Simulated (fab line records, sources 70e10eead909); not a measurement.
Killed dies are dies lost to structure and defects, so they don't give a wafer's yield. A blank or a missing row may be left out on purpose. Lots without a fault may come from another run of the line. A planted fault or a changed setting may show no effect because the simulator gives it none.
Which tool did it? | flow nand_harc | 14 lots, 42 wafers sampled, at 6 steps of a route of 1302

WHAT THE GAUGES READ, wafer by wafer
NHARC_P_M0_INSPECT_27.
lot  | measured     | on                | raw_defect_count
L859 | day 6 08:10  | defect_inspect-01 | 394 407 502
L860 | day 6 17:52  | defect_inspect-02 | 230 241 183
L861 | day 7 07:57  | defect_inspect-01 | 232 277 229
L862 | day 7 12:29  | defect_inspect-01 | 406 292 377
L871 | day 11 09:10 | defect_inspect-01 | 210 424 540
L872 | day 11 11:33 | defect_inspect-01 | 338 399 483
L874 | day 12 08:23 | defect_inspect-02 | 320 247 537
L875 | day 12 14:14 | defect_inspect-01 | 212 324 625
L876 | day 13 02:26 | defect_inspect-01 | 304 255 384
L878 | day 13 22:59 | defect_inspect-02 | 252 477 335
L879 | day 14 08:42 | defect_inspect-01 | 224 170 209
L880 | day 15 09:13 | defect_inspect-01 | 503 340 313
L881 | day 15 13:40 | defect_inspect-02 | 213 433 228
L882 | day 15 20:13 | defect_inspect-01 | 329 381 405

NHARC_P_M1_THK_MEAS_24: measures by xrf.
lot  | measured     | on            | thk_nm (nm)
L859 | day 6 12:28  | film_metro-01 | 154.7 155.3 156.7
L860 | day 6 21:47  | film_metro-02 | 156.1 159.3 157.8
L861 | day 7 12:01  | film_metro-01 | 155.3 159.8 156.0
L862 | day 7 16:20  | film_metro-01 | 157.1 158.0 158.7
L871 | day 11 13:04 | film_metro-01 | 162.6 160.3 158.5
L872 | day 11 15:35 | film_metro-01 | 160.3 156.7 158.5
L874 | day 12 12:24 | film_metro-02 | 153.6 155.4 153.3
L875 | day 12 18:08 | film_metro-01 | 154.8 157.3 158.4
L876 | day 13 06:38 | film_metro-02 | 155.4 157.9 157.5
L878 | day 14 02:52 | film_metro-01 | 157.6 159.4 157.1
L879 | day 14 12:35 | film_metro-02 | 154.8 157.4 157.6
L880 | day 15 13:10 | film_metro-01 | 157.2 157.7 156.4
L881 | day 15 17:35 | film_metro-01 | 158.7 158.3 156.6
L882 | day 16 00:15 | film_metro-01 | 155.9 158.7 158.0

NHARC_P_M1_INSPECT_27.
lot  | measured     | on                | raw_defect_count
L859 | day 6 12:37  | defect_inspect-01 | 292 343 241
L860 | day 6 21:56  | defect_inspect-01 | 162 350 570
L861 | day 7 12:10  | defect_inspect-01 | 347 340 327
L862 | day 7 16:31  | defect_inspect-02 | 356 462 302
L871 | day 11 13:13 | defect_inspect-01 | 2267 147 292
L872 | day 11 15:46 | defect_inspect-02 | 2255 322 244
L874 | day 12 12:34 | defect_inspect-01 | 565 435 489
L875 | day 12 18:17 | defect_inspect-02 | 211 340 187
L876 | day 13 06:47 | defect_inspect-02 | 272 121 220
L878 | day 14 03:01 | defect_inspect-02 | 379 455 479
L879 | day 14 12:45 | defect_inspect-01 | 356 283 367
L880 | day 15 13:19 | defect_inspect-02 | 297 388 373
L881 | day 15 17:45 | defect_inspect-02 | 380 307 173
L882 | day 16 00:26 | defect_inspect-02 | 403 355 473

WHICH TOOL RAN EACH LOT (tool, then ch and the chambers of the sampled wafers, then the start)
lot  | NHARC_P_M0_PVD_21                       | NHARC_P_M1_PVD_21                       | NHARC_P_M1_CMP_23
L859 | pvd_sputter-01, day 6 08:10 or earlier  | pvd_sputter-01, day 6 12:08 or earlier  | cmp-01 ch 0,1,3, day 6 12:08
L860 | pvd_sputter-03, day 6 17:52 or earlier  | pvd_sputter-03, day 6 21:28 or earlier  | cmp-04 ch 1,2, day 6 21:28
L861 | pvd_sputter-02, day 7 07:57 or earlier  | pvd_sputter-01, day 7 11:42 or earlier  | cmp-03 ch 1,2, day 7 11:42
L862 | pvd_sputter-03, day 7 12:29 or earlier  | pvd_sputter-03, day 7 16:01 or earlier  | cmp-03 ch 2,3, day 7 16:01
L871 | pvd_sputter-01, day 11 09:10 or earlier | pvd_sputter-02, day 11 12:45 or earlier | cmp-01 ch 0,2, day 11 12:45
L872 | pvd_sputter-02, day 11 11:33 or earlier | pvd_sputter-02, day 11 15:17 or earlier | cmp-01 ch 0,2,3, day 11 15:17
L874 | pvd_sputter-01, day 12 08:23 or earlier | pvd_sputter-01, day 12 12:05 or earlier | cmp-04 ch 1,2,3, day 12 12:05
L875 | pvd_sputter-02, day 12 14:14 or earlier | pvd_sputter-01, day 12 17:49 or earlier | cmp-03 ch 2,3, day 12 17:49
L876 | pvd_sputter-01, day 13 02:26 or earlier | pvd_sputter-02, day 13 06:21 or earlier | cmp-03 ch 0,1, day 13 06:21
L878 | pvd_sputter-03, day 13 22:59 or earlier | pvd_sputter-03, day 14 02:36 or earlier | cmp-04 ch 0,1,2, day 14 02:36
L879 | pvd_sputter-03, day 14 08:42 or earlier | pvd_sputter-03, day 14 12:18 or earlier | cmp-04 ch 1,2,3, day 14 12:18
L880 | pvd_sputter-03, day 15 09:13 or earlier | pvd_sputter-01, day 15 12:51 or earlier | cmp-01 ch 1,2,3, day 15 12:51
L881 | pvd_sputter-03, day 15 13:40 or earlier | pvd_sputter-01, day 15 17:17 or earlier | cmp-04 ch 0,1,3, day 15 17:17
L882 | pvd_sputter-01, day 15 20:13 or earlier | pvd_sputter-01, day 15 23:56 or earlier | cmp-04 ch 1,2,3, day 15 23:56
- NHARC_P_M0_PVD_21: deposits Cu, target thk 30 nm, time 20.49 s.
- NHARC_P_M1_PVD_21: deposits Cu, target thk 30 nm, time 20.49 s.
- NHARC_P_M1_CMP_23: polishes, t overpolish 20 s, target thk 157.82 nm.

WHAT THE TOOLS THEMSELVES READ (means of the sampled wafers that have a number; where no wafer has one, the mark that the record gives instead)
NHARC_P_M0_PVD_21.
lot  | tool           | throttle_valve_pct (%)
L859 | pvd_sputter-01 | 29.5
L860 | pvd_sputter-03 | 29.6
L861 | pvd_sputter-02 | 30.9
L862 | pvd_sputter-03 | 29.8
L871 | pvd_sputter-01 | 30.5
L872 | pvd_sputter-02 | 30.0
L874 | pvd_sputter-01 | 30.2
L875 | pvd_sputter-02 | 31.0
L876 | pvd_sputter-01 | 29.3
L878 | pvd_sputter-03 | 29.8
L879 | pvd_sputter-03 | 29.7
L880 | pvd_sputter-03 | 30.2
L881 | pvd_sputter-03 | 29.5
L882 | pvd_sputter-01 | 29.9

NHARC_P_M1_PVD_21.
lot  | tool           | throttle_valve_pct (%)
L859 | pvd_sputter-01 | 30.4
L860 | pvd_sputter-03 | 29.4
L861 | pvd_sputter-01 | 29.4
L862 | pvd_sputter-03 | 29.4
L871 | pvd_sputter-02 | 30.7
L872 | pvd_sputter-02 | 30.0
L874 | pvd_sputter-01 | 29.8
L875 | pvd_sputter-01 | 30.4
L876 | pvd_sputter-02 | 31.8
L878 | pvd_sputter-03 | 29.8
L879 | pvd_sputter-03 | 30.1
L880 | pvd_sputter-01 | 29.6
L881 | pvd_sputter-01 | 29.7
L882 | pvd_sputter-01 | 28.9

NHARC_P_M1_CMP_23.
lot  | tool   | motor_current_A (A) | time_to_endpoint_s (s)
L859 | cmp-01 | 12.2                | 25.3
L860 | cmp-04 | 12.4                | 27.8
L861 | cmp-03 | 12.4                | 26.8
L862 | cmp-03 | 12.5                | 24.3
L871 | cmp-01 | 12.1                | 28.7
L872 | cmp-01 | 11.6                | 30.5
L874 | cmp-04 | 11.8                | 24.9
L875 | cmp-03 | 12.4                | 28.7
L876 | cmp-03 | 12.8                | 25.6
L878 | cmp-04 | 11.7                | 31.2
L879 | cmp-04 | 11.9                | 26.6
L880 | cmp-01 | 11.8                | 29.0
L881 | cmp-04 | 11.6                | 27.4
L882 | cmp-04 | 11.7                | 27.3

THE ANSWER, worked out from the rows above alone
Rule: what is usual is taken from the lots themselves. Put in order of their means at a reading, lots are off if they are a third of the lots or fewer, leave a main group of 4 or more, and stand apart from it by a gap of 3 or more times the standard deviation of the main group's means; of several such gaps the widest counts. A main group whose means are all the same, to the digits that the tables above print for the reading, isn't used. A lot without any number at a reading at which 4 lots or more have one is off too. The other lots that the step has rows for count as sound. The gauges are gone through in route order, then the tools' own readings, and for those a lot's mean is taken as printed above. The first step at which some lot is off is used, and at that step the reading that is off furthest; a lot without a number counts as furthest.
Off: L871, L872, at NHARC_P_M1_INSPECT_27 (raw_defect_count). The main group: mean 344, standard deviation 78.
A tool fits if, at a process step before that reading, it ran every lot that is off, and no sound lot after the first of them. The gauges at NHARC_P_M1_INSPECT_27 are tried like those tools. NHARC_P_M0_PVD_21 gives no start for some lots, so the hours and the order of its lots are those of NHARC_P_M0_INSPECT_27. NHARC_P_M1_PVD_21 gives no start for some lots, so the hours and the order of its lots are those of NHARC_P_M1_CMP_23. None of those tried fits.

WHAT THE SIMULATOR HAD PUT IN
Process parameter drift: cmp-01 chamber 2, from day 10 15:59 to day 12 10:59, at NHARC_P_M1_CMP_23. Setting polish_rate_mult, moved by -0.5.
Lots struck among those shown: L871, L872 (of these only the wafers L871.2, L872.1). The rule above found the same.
